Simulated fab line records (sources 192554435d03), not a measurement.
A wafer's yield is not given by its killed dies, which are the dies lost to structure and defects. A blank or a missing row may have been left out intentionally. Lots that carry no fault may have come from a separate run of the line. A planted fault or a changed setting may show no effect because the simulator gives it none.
Chamber matching | flow n5-finfet | N5_DUMMY_GATE_ETCH_31 on rie-diel-05: 4 sister chambers
The step etches SiO2 in C4F6/O2, target depth 82.5 nm, time 27.5 s. 8 wafers are shown with their chamber, then 7 later ones without.

== WAFERS, EACH WITH ITS CHAMBER ==
wafer  | chamber | drypump-motor-current-A (A) | showerhead-plenum-p-Torr (Torr)
L080.1 | 3       | 6.1                         | 2.86
L083.6 | 1       | 6.5                         | 2.81
L084.3 | 3       | 6.1                         | 2.85
L084.6 | 1       | 6.5                         | 2.81
L085.1 | 0       | 5.6                         | 2.82
L085.6 | 2       | 4.9                         | 2.93
L088.1 | 2       | 4.8                         | 2.93
L088.2 | 0       | 5.6                         | 2.82

== WAFERS WITH NO CHAMBER GIVEN ==
wafer  | drypump-motor-current-A (A) | showerhead-plenum-p-Torr (Torr)
L088.5 | 6.1                         | 2.85
L093.1 | 6.1                         | 2.85
L093.4 | 6.1                         | 2.85
L093.5 | 4.8                         | 2.92
L097.1 | 4.9                         | 2.92
L097.2 | 5.6                         | 2.81
L097.3 | 6.5                         | 2.80

== WHICH CHAMBER EACH WENT THROUGH ==
wafer  | from the rows above | in truth
L088.5 | 3                   | 3
L093.1 | 3                   | 3
L093.4 | 3                   | 3
L093.5 | 2                   | 2
L097.1 | 2                   | 2
L097.2 | 0                   | 0
L097.3 | 1                   | 1
7 of 7 placed correctly. Left unplaced by these rows: 0. 0 placed wrongly.
How it was worked out, from the rows above alone: a wafer's distance from a chamber is the root of the sum, over the readings, of the square of ((its reading less the chamber's mean) divided by the reading's scatter). If the next closest chamber is less than 2 further off than the closest, the wafer can't be placed; otherwise it belongs to the closest. For every chamber, the mean is computed from those of its wafers that are shown. How the scatter is found: for the shown wafers, subtract from each reading the mean of its chamber, square and add these, divide the total by (wafers less chambers), then take the root.
